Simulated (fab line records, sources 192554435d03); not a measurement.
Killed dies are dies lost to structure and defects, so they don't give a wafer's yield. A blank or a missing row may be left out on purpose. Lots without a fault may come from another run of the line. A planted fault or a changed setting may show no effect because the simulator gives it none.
Which tool did it? | flow n5_finfet | 24 lots, 72 wafers sampled, at 6 steps of a route of 1938

WHAT THE GAUGES READ, wafer by wafer
The record holds no reading of a measuring or inspecting step that can be judged against a usual standard deviation.

WHICH TOOL RAN EACH LOT (tool, then ch and the chambers of the sampled wafers, then the start)
lot  | N5_BEOL_M5_DEGAS_44          | N5_BEOL_M5_SPUTTER_48        | N5_BEOL_M5_SPUTTER_81        | N5_BEOL_M5_CMP_52             | N5_BEOL_M5_DEP_56               | N5_BEOL_M6_PECVD_70
L075 | pvd_sputter-03, day 8 14:34  | pvd_sputter-01, day 8 15:16  | pvd_sputter-01, day 8 16:20  | cmp-01 ch 0,1,2, day 8 20:08  | pecvd-01 ch 1, day 8 20:37      | pecvd-02 ch 0,1,2, day 8 21:22
L074 | pvd_sputter-02, day 8 21:49  | pvd_sputter-01, day 8 22:26  | pvd_sputter-01, day 8 23:32  | cmp-01 ch 0,3, day 9 03:36    | pecvd-04 ch 1,2, day 9 04:03    | pecvd-03 ch 0,2, day 9 04:49
L076 | pvd_sputter-02, day 8 21:54  | pvd_sputter-02, day 8 22:32  | pvd_sputter-02, day 8 23:38  | cmp-04 ch 1,2,3, day 9 03:28  | pecvd-03 ch 0,1,2, day 9 03:53  | pecvd-03 ch 0,1,2, day 9 04:37
L077 | pvd_sputter-01, day 9 07:57  | pvd_sputter-01, day 9 08:38  | pvd_sputter-01, day 9 09:43  | cmp-04 ch 0,1,3, day 9 13:38  | pecvd-04 ch 0,1, day 9 14:05    | pecvd-02 ch 0,1, day 9 14:50
L079 | pvd_sputter-03, day 10 00:47 | pvd_sputter-01, day 10 01:23 | pvd_sputter-01, day 10 02:28 | cmp-02 ch 0,2,3, day 10 06:46 | pecvd-04 ch 0,1, day 10 07:11   | pecvd-03 ch 0,2, day 10 07:56
L078 | pvd_sputter-03, day 10 06:04 | pvd_sputter-03, day 10 06:43 | pvd_sputter-03, day 10 07:48 | cmp-01 ch 0,1,3, day 10 11:36 | pecvd-01 ch 1,2, day 10 12:03   | pecvd-02 ch 0,2, day 10 12:48
L082 | pvd_sputter-02, day 10 06:31 | pvd_sputter-01, day 10 07:31 | pvd_sputter-01, day 10 08:36 | cmp-02 ch 2,3, day 10 13:12   | pecvd-01 ch 0,1,2, day 10 13:40 | pecvd-02 ch 0,2, day 10 14:24
L080 | pvd_sputter-02, day 10 06:36 | pvd_sputter-02, day 10 09:18 | pvd_sputter-02, day 10 10:23 | cmp-04 ch 0,1, day 10 14:25   | pecvd-01 ch 0,2, day 10 14:55   | pecvd-02 ch 0,2, day 10 15:39
L081 | pvd_sputter-02, day 10 13:44 | pvd_sputter-01, day 10 14:22 | pvd_sputter-01, day 10 15:27 | cmp-01 ch 0,3, day 10 19:13   | pecvd-01 ch 0,1, day 10 19:43   | pecvd-03 ch 0,2, day 10 20:28
L083 | pvd_sputter-01, day 10 13:55 | pvd_sputter-02, day 10 15:41 | pvd_sputter-02, day 10 16:46 | cmp-04 ch 0,1,2, day 10 20:34 | pecvd-04 ch 0,1, day 10 21:07   | pecvd-02 ch 0,1,2, day 10 22:21
L084 | pvd_sputter-03, day 10 16:14 | pvd_sputter-03, day 10 16:47 | pvd_sputter-03, day 10 17:53 | cmp-02 ch 0,3, day 10 22:41   | pecvd-01 ch 1,2, day 10 23:11   | pecvd-03 ch 0,1, day 10 23:57
L085 | pvd_sputter-03, day 11 02:03 | pvd_sputter-02, day 11 02:39 | pvd_sputter-02, day 11 03:44 | cmp-04 ch 0,1,2, day 11 07:38 | pecvd-03 ch 0,2, day 11 08:05   | pecvd-01 ch 0,1,2, day 11 08:50
L086 | pvd_sputter-01, day 11 12:31 | pvd_sputter-02, day 11 13:04 | pvd_sputter-02, day 11 14:09 | cmp-01 ch 0,1,2, day 11 19:44 | pecvd-01 ch 1,2, day 11 20:29   | pecvd-03 ch 0,1,2, day 11 21:14
L087 | pvd_sputter-02, day 11 18:33 | pvd_sputter-01, day 11 20:10 | pvd_sputter-01, day 11 21:15 | cmp-02 ch 0,2,3, day 12 01:05 | pecvd-04 ch 0,2, day 12 01:37   | pecvd-01 ch 1,2, day 12 02:51
L088 | pvd_sputter-01, day 12 01:08 | pvd_sputter-03, day 12 02:10 | pvd_sputter-03, day 12 03:15 | cmp-01 ch 1,2, day 12 07:08   | pecvd-04 ch 0,1,2, day 12 07:38 | pecvd-03 ch 0,1,2, day 12 08:52
L089 | pvd_sputter-02, day 12 04:25 | pvd_sputter-03, day 12 06:35 | pvd_sputter-03, day 12 07:41 | cmp-02 ch 1,2,3, day 12 11:26 | pecvd-04 ch 0,2, day 12 11:58   | pecvd-01 ch 0,1,2, day 12 13:13
L090 | pvd_sputter-03, day 12 11:41 | pvd_sputter-02, day 12 12:49 | pvd_sputter-02, day 12 13:54 | cmp-04 ch 0,2,3, day 12 17:40 | pecvd-01 ch 0,1, day 12 18:08   | pecvd-03 ch 0,1, day 12 18:53
L091 | pvd_sputter-01, day 12 14:33 | pvd_sputter-03, day 12 15:12 | pvd_sputter-03, day 12 16:17 | cmp-04 ch 0,1,3, day 12 20:14 | pecvd-03 ch 0,2, day 12 20:44   | pecvd-03 ch 0,1,2, day 12 21:32
L092 | pvd_sputter-02, day 12 20:43 | pvd_sputter-01, day 12 21:23 | pvd_sputter-01, day 12 22:28 | cmp-01 ch 1,2,3, day 13 02:16 | pecvd-03 ch 0,1,2, day 13 02:47 | pecvd-02 ch 0,1,2, day 13 03:31
L095 | pvd_sputter-03, day 13 13:01 | pvd_sputter-01, day 13 13:45 | pvd_sputter-01, day 13 14:50 | cmp-01 ch 0,3, day 13 18:36   | pecvd-03 ch 0,2, day 13 19:05   | pecvd-03 ch 0,1, day 13 20:19
L093 | pvd_sputter-02, day 13 14:33 | pvd_sputter-02, day 13 16:47 | pvd_sputter-02, day 13 17:53 | cmp-01 ch 0,1,2, day 13 21:41 | pecvd-01 ch 1,2, day 13 22:08   | pecvd-01 ch 0,1, day 13 23:09
L094 | pvd_sputter-03, day 13 23:32 | pvd_sputter-02, day 14 00:10 | pvd_sputter-02, day 14 01:15 | cmp-01 ch 1,3, day 14 05:01   | pecvd-04 ch 1,2, day 14 05:30   | pecvd-03 ch 0,2, day 14 08:05
L096 | pvd_sputter-03, day 14 03:35 | pvd_sputter-01, day 14 04:17 | pvd_sputter-01, day 14 05:22 | cmp-01 ch 1,2,3, day 14 09:12 | pecvd-01 ch 0,2, day 14 09:42   | pecvd-03 ch 0,1,2, day 14 10:27
L097 | pvd_sputter-02, day 14 06:46 | pvd_sputter-02, day 14 07:26 | pvd_sputter-02, day 14 08:32 | cmp-04 ch 0,2,3, day 14 12:24 | pecvd-01 ch 0,1,2, day 14 12:46 | pecvd-03 ch 0,2, day 14 13:38
- N5_BEOL_M5_DEGAS_44: time 60 s.
- N5_BEOL_M5_SPUTTER_48: material Cu, target thk 15 nm, time 27.62 s.
- N5_BEOL_M5_SPUTTER_81: material Cu, target thk 15 nm, time 27.62 s.
- N5_BEOL_M5_CMP_52: polishes, stops on SiCOH lowk, t overpolish 6.9 s, target thk 62 nm.
- N5_BEOL_M5_DEP_56: deposits SiCN from 3MS/NH3, target thk 8 nm, time 14 s.
- N5_BEOL_M6_PECVD_70: deposits SiO2 from TEOS/O2, target thk 20 nm, time 22.7 s.

WHAT THE TOOLS THEMSELVES READ (means of the sampled wafers that have a number; where no wafer has one, the mark that the record gives instead)
N5_BEOL_M5_DEGAS_44. Usual: heater_power_w 340 W, standard deviation 35.
lot  | tool           | heater_power_w (W) | flag
L075 | pvd_sputter-03 | 342                |
L074 | pvd_sputter-02 | 369                |
L076 | pvd_sputter-02 | 350                |
L077 | pvd_sputter-01 | 337                |
L079 | pvd_sputter-03 | 348                |
L078 | pvd_sputter-03 | 322                |
L082 | pvd_sputter-02 | 358                |
L080 | pvd_sputter-02 | 352                |
L081 | pvd_sputter-02 | 353                |
L083 | pvd_sputter-01 | 320                |
L084 | pvd_sputter-03 | 330                |
L085 | pvd_sputter-03 | 303                |
L086 | pvd_sputter-01 | 319                |
L087 | pvd_sputter-02 | 337                |
L088 | pvd_sputter-01 | 333                |
L089 | pvd_sputter-02 | 362                |
L090 | pvd_sputter-03 | 344                |
L091 | pvd_sputter-01 | 315                |
L092 | pvd_sputter-02 | 369                |
L095 | pvd_sputter-03 | 349                |
L093 | pvd_sputter-02 | 365                |
L094 | pvd_sputter-03 | 300                |
L096 | pvd_sputter-03 | 323                |
L097 | pvd_sputter-02 | 366                |

N5_BEOL_M5_SPUTTER_48. Usual: throttle_valve_pct 29.4 %, standard deviation 1.2.
lot  | tool           | throttle_valve_pct (%) | flag
L075 | pvd_sputter-01 | 29.9                   |
L074 | pvd_sputter-01 | 29.0                   |
L076 | pvd_sputter-02 | 30.7                   |
L077 | pvd_sputter-01 | 28.8                   |
L079 | pvd_sputter-01 | 28.9                   |
L078 | pvd_sputter-03 | 29.7                   |
L082 | pvd_sputter-01 | 29.1                   |
L080 | pvd_sputter-02 | 30.0                   |
L081 | pvd_sputter-01 | 28.9                   |
L083 | pvd_sputter-02 | 30.4                   |
L084 | pvd_sputter-03 | 28.1                   |
L085 | pvd_sputter-02 | 30.0                   |
L086 | pvd_sputter-02 | 29.6                   |
L087 | pvd_sputter-01 | 28.2                   |
L088 | pvd_sputter-03 | 29.1                   |
L089 | pvd_sputter-03 | 28.7                   |
L090 | pvd_sputter-02 | 29.6                   |
L091 | pvd_sputter-03 | 29.0                   |
L092 | pvd_sputter-01 | 29.2                   |
L095 | pvd_sputter-01 | 29.0                   |
L093 | pvd_sputter-02 | 29.3                   |
L094 | pvd_sputter-02 | 29.4                   |
L096 | pvd_sputter-01 | 29.0                   |
L097 | pvd_sputter-02 | 29.7                   |

N5_BEOL_M5_SPUTTER_81. Usual: throttle_valve_pct 29.4 %, standard deviation 1.2.
lot  | tool           | throttle_valve_pct (%) | flag
L075 | pvd_sputter-01 | 29.9                   |
L074 | pvd_sputter-01 | 29.2                   |
L076 | pvd_sputter-02 | 30.7                   |
L077 | pvd_sputter-01 | 28.7                   |
L079 | pvd_sputter-01 | 29.0                   |
L078 | pvd_sputter-03 | 29.8                   |
L082 | pvd_sputter-01 | 29.0                   |
L080 | pvd_sputter-02 | 30.0                   |
L081 | pvd_sputter-01 | 28.9                   |
L083 | pvd_sputter-02 | 30.4                   |
L084 | pvd_sputter-03 | 28.0                   |
L085 | pvd_sputter-02 | 30.1                   |
L086 | pvd_sputter-02 | 29.9                   |
L087 | pvd_sputter-01 | 28.3                   |
L088 | pvd_sputter-03 | 29.2                   |
L089 | pvd_sputter-03 | 28.7                   |
L090 | pvd_sputter-02 | 29.6                   |
L091 | pvd_sputter-03 | 29.0                   |
L092 | pvd_sputter-01 | 29.1                   |
L095 | pvd_sputter-01 | 29.1                   |
L093 | pvd_sputter-02 | 29.3                   |
L094 | pvd_sputter-02 | 29.4                   |
L096 | pvd_sputter-01 | 29.0                   |
L097 | pvd_sputter-02 | 29.8                   |

N5_BEOL_M5_CMP_52. Usual: barrier_field_endpoint_s 24.4 s, standard deviation 0.53; clearing_platen_down_force_psi 1.500 psi, standard deviation 0.0033; edge_zone_pressure_frac 0.999, standard deviation 0.005; head_pressure_psi 1.0001 psi, standard deviation 0.0022; motor_current_A 6.2 A, standard deviation 0.53; overpolish_run_s 6.901 s, standard deviation 0.0084; time_to_endpoint_s 61.5 s, standard deviation 2.7.
lot  | tool   | barrier_field_endpoint_s (s) | clearing_platen_down_force_psi (psi) | edge_zone_pressure_frac | head_pressure_psi (psi) | motor_current_A (A) | overpolish_run_s (s) | time_to_endpoint_s (s) | flag
L075 | cmp-01 | 23.8                         | 1.499                                | 0.996                   | 1.0012                  | 6.5                 | 6.899                | 61.8                   |
L074 | cmp-01 | 24.3                         | 1.501                                | 1.001                   | 0.9993                  | 6.0                 | 6.900                | 61.6                   |
L076 | cmp-04 | 23.9                         | 1.498                                | 0.995                   | 1.0005                  | 5.9                 | 6.895                | 61.2                   |
L077 | cmp-04 | 24.3                         | 1.498                                | 1.006                   | 1.0008                  | 6.1                 | 6.898                | 58.8                   |
L079 | cmp-02 | 24.4                         | 1.499                                | 0.995                   | 0.9968                  | 6.2                 | 6.903                | 62.7                   |
L078 | cmp-01 | 24.0                         | 1.503                                | 0.999                   | 1.0000                  | 5.9                 | 6.899                | 61.8                   |
L082 | cmp-02 | 23.6                         | 1.502                                | 1.000                   | 0.9994                  | 5.6                 | 6.905                | 56.4                   |
L080 | cmp-04 | 23.9                         | 1.502                                | 0.994                   | 0.9999                  | 6.1                 | 6.913                | 57.6                   |
L081 | cmp-01 | 24.3                         | 1.498                                | 0.996                   | 1.0029                  | 6.2                 | 6.901                | 62.1                   |
L083 | cmp-04 | 24.3                         | 1.502                                | 1.000                   | 0.9988                  | 6.1                 | 6.898                | 62.7                   |
L084 | cmp-02 | 24.7                         | 1.497                                | 1.007                   | 1.0022                  | 5.9                 | 6.900                | 62.1                   |
L085 | cmp-04 | 24.0                         | 1.503                                | 1.002                   | 0.9995                  | 6.0                 | 6.907                | 60.5                   |
L086 | cmp-01 | 24.5                         | 1.502                                | 0.997                   | 0.9980                  | 6.4                 | 6.894                | 62.9                   |
L087 | cmp-02 | 23.7                         | 1.502                                | 0.995                   | 1.0013                  | 6.1                 | 6.898                | 60.5                   |
L088 | cmp-01 | 24.3                         | 1.503                                | 0.999                   | 0.9989                  | 6.4                 | 6.895                | 61.2                   |
L089 | cmp-02 | 24.1                         | 1.502                                | 0.997                   | 1.0023                  | 6.2                 | 6.892                | 58.2                   |
L090 | cmp-04 | 24.5                         | 1.501                                | 1.001                   | 1.0004                  | 6.0                 | 6.904                | 60.7                   |
L091 | cmp-04 | 24.9                         | 1.500                                | 1.002                   | 0.9999                  | 6.0                 | 6.901                | 60.2                   |
L092 | cmp-01 | 24.8                         | 1.496                                | 1.001                   | 1.0037                  | 6.0                 | 6.897                | 64.7                   |
L095 | cmp-01 | 24.9                         | 1.504                                | 1.000                   | 0.9993                  | 6.3                 | 6.905                | 64.6                   |
L093 | cmp-01 | 25.1                         | 1.499                                | 1.000                   | 1.0000                  | 6.5                 | 6.901                | 61.8                   |
L094 | cmp-01 | 24.3                         | 1.500                                | 0.998                   | 1.0006                  | 5.8                 | 6.897                | 63.5                   |
L096 | cmp-01 | 24.2                         | 1.499                                | 0.997                   | 1.0010                  | 5.9                 | 6.898                | 61.8                   |
L097 | cmp-04 | 23.7                         | 1.500                                | 1.001                   | 0.9983                  | 5.9                 | 6.900                | 60.2                   |

N5_BEOL_M5_DEP_56. Usual: showerhead_plenum_p_Torr 3.666 Torr, standard deviation 0.013; throttle_valve_pct 8.89 %, standard deviation 0.28.
lot  | tool     | showerhead_plenum_p_Torr (Torr) | throttle_valve_pct (%) | flag
L075 | pecvd-01 | 3.676                           | 8.90                   |
L074 | pecvd-04 | 3.659                           | 8.84                   |
L076 | pecvd-03 | 3.677                           | 8.91                   |
L077 | pecvd-04 | 3.668                           | 8.81                   |
L079 | pecvd-04 | 3.680                           | 8.58                   |
L078 | pecvd-01 | 3.671                           | 8.80                   |
L082 | pecvd-01 | 3.669                           | 9.10                   |
L080 | pecvd-01 | 3.659                           | 9.34                   |
L081 | pecvd-01 | 3.671                           | 9.04                   |
L083 | pecvd-04 | 3.668                           | 8.78                   |
L084 | pecvd-01 | 3.661                           | 8.81                   |
L085 | pecvd-03 | 3.675                           | 9.04                   |
L086 | pecvd-01 | 3.660                           | 8.91                   |
L087 | pecvd-04 | 3.661                           | 8.93                   |
L088 | pecvd-04 | 3.655                           | 8.72                   |
L089 | pecvd-04 | 3.667                           | 8.82                   |
L090 | pecvd-01 | 3.672                           | 8.98                   |
L091 | pecvd-03 | 3.667                           | 8.85                   |
L092 | pecvd-03 | 3.671                           | 8.92                   |
L095 | pecvd-03 | 3.664                           | 8.80                   |
L093 | pecvd-01 | 3.668                           | 8.74                   |
L094 | pecvd-04 | 3.656                           | 8.38                   |
L096 | pecvd-01 | 3.656                           | 9.01                   |
L097 | pecvd-01 | 3.665                           | 9.03                   |

N5_BEOL_M6_PECVD_70. Usual: heater_power_w 702 W, standard deviation 100; showerhead_plenum_p_Torr 8.82 Torr, standard deviation 0.07; throttle_valve_pct 22.2 %, standard deviation 0.79.
lot  | tool     | heater_power_w (W) | showerhead_plenum_p_Torr (Torr) | throttle_valve_pct (%) | flag
L075 | pecvd-02 | 654                | 8.89                            | 22.4                   |
L074 | pecvd-03 | 673                | 8.77                            | 21.9                   |
L076 | pecvd-03 | 700                | 8.79                            | 21.9                   |
L077 | pecvd-02 | 668                | 8.87                            | 23.3                   |
L079 | pecvd-03 | 582                | 8.77                            | 21.8                   |
L078 | pecvd-02 | 665                | 8.88                            | 22.7                   |
L082 | pecvd-02 | 713                | 8.88                            | 22.0                   |
L080 | pecvd-02 | 727                | 8.89                            | 22.0                   |
L081 | pecvd-03 | 680                | 8.83                            | 22.5                   |
L083 | pecvd-02 | 643                | 8.89                            | 22.4                   |
L084 | pecvd-03 | 712                | 8.85                            | 22.6                   |
L085 | pecvd-01 | 714                | 8.78                            | 22.2                   |
L086 | pecvd-03 | 686                | 8.80                            | 22.1                   |
L087 | pecvd-01 | 706                | 8.74                            | 22.0                   |
L088 | pecvd-03 | 746                | 8.81                            | 22.0                   |
L089 | pecvd-01 | 742                | 8.78                            | 22.3                   |
L090 | pecvd-03 | 659                | 8.85                            | 22.7                   |
L091 | pecvd-03 | 675                | 8.79                            | 22.1                   |
L092 | pecvd-02 | 672                | 8.89                            | 22.7                   |
L095 | pecvd-03 | 799                | 8.82                            | 22.2                   |
L093 | pecvd-01 | 706                | 8.80                            | 22.6                   |
L094 | pecvd-03 | 649                | 8.83                            | 22.5                   |
L096 | pecvd-03 | 689                | 8.79                            | 22.2                   |
L097 | pecvd-03 | 569                | 8.77                            | 21.9                   |

THE ANSWER, worked out from the rows above alone
Rule: a lot is off if the mean of its wafers that have a number lies more than 3 standard deviations from the usual mean. A lot without any number at a reading at which 4 lots or more have one is off too. The other lots that the step has rows for count as sound. The gauges are gone through in route order, then the tools' own readings, and for those a lot's mean is taken as printed above. The first step at which some lot is off is used, and at that step the reading that is off furthest; a lot without a number counts as furthest.
No lot is off at any reading shown: from this, nothing can be told.

WHAT THE SIMULATOR HAD PUT IN
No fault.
